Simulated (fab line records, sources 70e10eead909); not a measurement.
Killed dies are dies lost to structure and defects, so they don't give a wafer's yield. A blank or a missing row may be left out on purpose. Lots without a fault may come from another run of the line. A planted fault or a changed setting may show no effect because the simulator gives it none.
Chamber matching | flow nand_harc | NHARC_A_STAIRCASE_DEP_151 on pecvd-01: 3 sister chambers
The step deposits SiO2, target thk 3800 nm. 3 wafers are shown with their chamber, then 7 later ones without.

WAFERS WITH THEIR CHAMBER
wafer  | chamber | heater_power_w (W)
L086.2 | 0       | 637
L092.3 | 1       | 711
L092.4 | 2       | 570

WAFERS WITHOUT THEIR CHAMBER
wafer  | heater_power_w (W)
L092.6 | 582
L093.1 | 651
L093.3 | 642
L093.4 | 634
L097.1 | 710
L097.3 | 664
L097.6 | 659

WHICH CHAMBER EACH WENT THROUGH
wafer  | from the rows above     | in truth
L092.6 | 2                       | 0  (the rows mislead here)
L093.1 | 0                       | 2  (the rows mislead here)
L093.3 | 0                       | 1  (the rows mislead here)
L093.4 | 0                       | 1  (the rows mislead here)
L097.1 | 1                       | 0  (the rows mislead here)
L097.3 | can't be placed: 0 or 1 | 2
L097.6 | can't be placed: 0 or 1 | 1
Placed correctly: 0 of 7. Can't be placed from these rows: 2 (the true chamber is among the candidates in 1). Placed wrongly: 5.
How it was worked out, from the rows above alone: a wafer's distance from a chamber is the root of the sum, over the readings, of the square of ((its reading less the chamber's mean) divided by the reading's scatter). The wafer belongs to the nearest chamber; if the next one is less than 2 further off, it can't be placed. A chamber's mean is the mean of its shown wafers. The scatter: with one shown wafer a chamber, the root of the mean of the squares of how far each hidden wafer lies from its nearest shown one.
